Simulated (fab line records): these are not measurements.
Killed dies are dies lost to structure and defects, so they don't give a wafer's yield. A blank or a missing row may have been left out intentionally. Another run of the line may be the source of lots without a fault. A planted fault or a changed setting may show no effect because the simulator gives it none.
Matching of chambers ; flow n5 finfet ; N5_BEOL_M11_ILD_DEP_00 on pecvd-01 has 3 sister chambers
The step deposits SiCOH lowk from DEMS/porogen, target thk 308.51 nm, time 58 s. 6 wafers are shown with their chamber, then 8 later ones without.

WAFERS, EACH WITH ITS CHAMBER
wafer;chamber;heater power w (W);throttle valve pct (%)
L083.5;2;363;13.1
L086.4;1;177;14.4
L089.3;0;441;12.9
L089.4;1;218;14.5
L089.5;2;323;13.3
L095.4;0;402;12.7

WAFERS MISSING THEIR CHAMBER
wafer;heater power w (W);throttle valve pct (%)
L095.5;347;13.0
L095.6;231;14.4
L094.2;406;12.7
L094.3;224;14.3
L094.5;231;14.5
L096.2;231;14.3
L096.3;446;13.0
L096.6;328;13.2

WHICH CHAMBER EACH WENT THROUGH
wafer;from the rows above;in truth
L095.5;can't be placed: 2 or 0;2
L095.6;1;1
L094.2;0;0
L094.3;1;1
L094.5;1;1
L096.2;1;1
L096.3;0;0
L096.6;2;2
Placed correctly: 7 of 8. Can't be placed from these rows: 1 (the true chamber is among the candidates in 1). Placed wrongly: 0.
How it was worked out, from the rows above alone: a wafer's distance from a chamber is the root of the sum, over the readings, of the square of ((its reading less the chamber's mean) divided by the reading's scatter). If the next closest chamber is less than 2 further off than the closest, the wafer can't be placed; otherwise it belongs to the closest. For every chamber, the mean is computed from those of its wafers that are shown. The scatter: take each reading less its chamber's mean, square it, sum over the shown wafers, divide by the number of wafers less the number of chambers, and take the root.
